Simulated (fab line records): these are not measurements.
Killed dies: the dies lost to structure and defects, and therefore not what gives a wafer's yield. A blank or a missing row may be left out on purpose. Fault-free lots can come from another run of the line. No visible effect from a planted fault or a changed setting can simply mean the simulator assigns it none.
Matching of chambers || flow n5Finfet || N5_HKMG_FIN_PWFM_ALD_03 on aldMetal-04: 4 sister chambers
The step deposits TiN, target thk 2 nm, pulse time 1 s, purge time 3 s. 4 wafers are shown with their chamber, then 12 later ones without.

== EACH WAFER AND ITS CHAMBER ==
{"wafer": "L086.2", "chamber": 0, "heaterPowerW (W)": 807}
{"wafer": "L087.3", "chamber": 3, "heaterPowerW (W)": 873}
{"wafer": "L087.4", "chamber": 1, "heaterPowerW (W)": 994}
{"wafer": "L087.6", "chamber": 2, "heaterPowerW (W)": 759}

== WAFERS WHOSE CHAMBER IS MISSING ==
{"wafer": "L089.1", "heaterPowerW (W)": 774}
{"wafer": "L089.2", "heaterPowerW (W)": 965}
{"wafer": "L089.4", "heaterPowerW (W)": 886}
{"wafer": "L090.1", "heaterPowerW (W)": 949}
{"wafer": "L090.2", "heaterPowerW (W)": 749}
{"wafer": "L090.3", "heaterPowerW (W)": 778}
{"wafer": "L092.1", "heaterPowerW (W)": 791}
{"wafer": "L092.2", "heaterPowerW (W)": 898}
{"wafer": "L092.3", "heaterPowerW (W)": 780}
{"wafer": "L095.2", "heaterPowerW (W)": 808}
{"wafer": "L095.3", "heaterPowerW (W)": 964}
{"wafer": "L095.6", "heaterPowerW (W)": 975}

== EACH ONE'S CHAMBER ==
{"wafer": "L089.1", "from the rows above": "can't be placed: 2 or 0", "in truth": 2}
{"wafer": "L089.2", "from the rows above": 1, "in truth": 1}
{"wafer": "L089.4", "from the rows above": 3, "in truth": 3}
{"wafer": "L090.1", "from the rows above": "can't be placed: 1 or 3", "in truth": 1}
{"wafer": "L090.2", "from the rows above": 2, "in truth": 2}
{"wafer": "L090.3", "from the rows above": "can't be placed: 2 or 0", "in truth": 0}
{"wafer": "L092.1", "from the rows above": "can't be placed: 0 or 2", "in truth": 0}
{"wafer": "L092.2", "from the rows above": 3, "in truth": 3}
{"wafer": "L092.3", "from the rows above": "can't be placed: 2 or 0", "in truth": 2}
{"wafer": "L095.2", "from the rows above": 0, "in truth": 0}
{"wafer": "L095.3", "from the rows above": 1, "in truth": 1}
{"wafer": "L095.6", "from the rows above": 1, "in truth": 1}
Correct placement for 7 of the 12. Can't be placed from these rows: 5 (the true chamber is among the candidates in 5). 0 placed wrongly.
How it was worked out, from the rows above alone: a wafer's distance from a chamber is the root of the sum, over the readings, of the square of ((its reading less the chamber's mean) divided by the reading's scatter). If the next closest chamber is less than 2 further off than the closest, the wafer can't be placed; otherwise it belongs to the closest. Each chamber's mean is taken over the wafers shown for it. The scatter: with one shown wafer a chamber, the root of the mean of the squares of how far each hidden wafer lies from its nearest shown one.
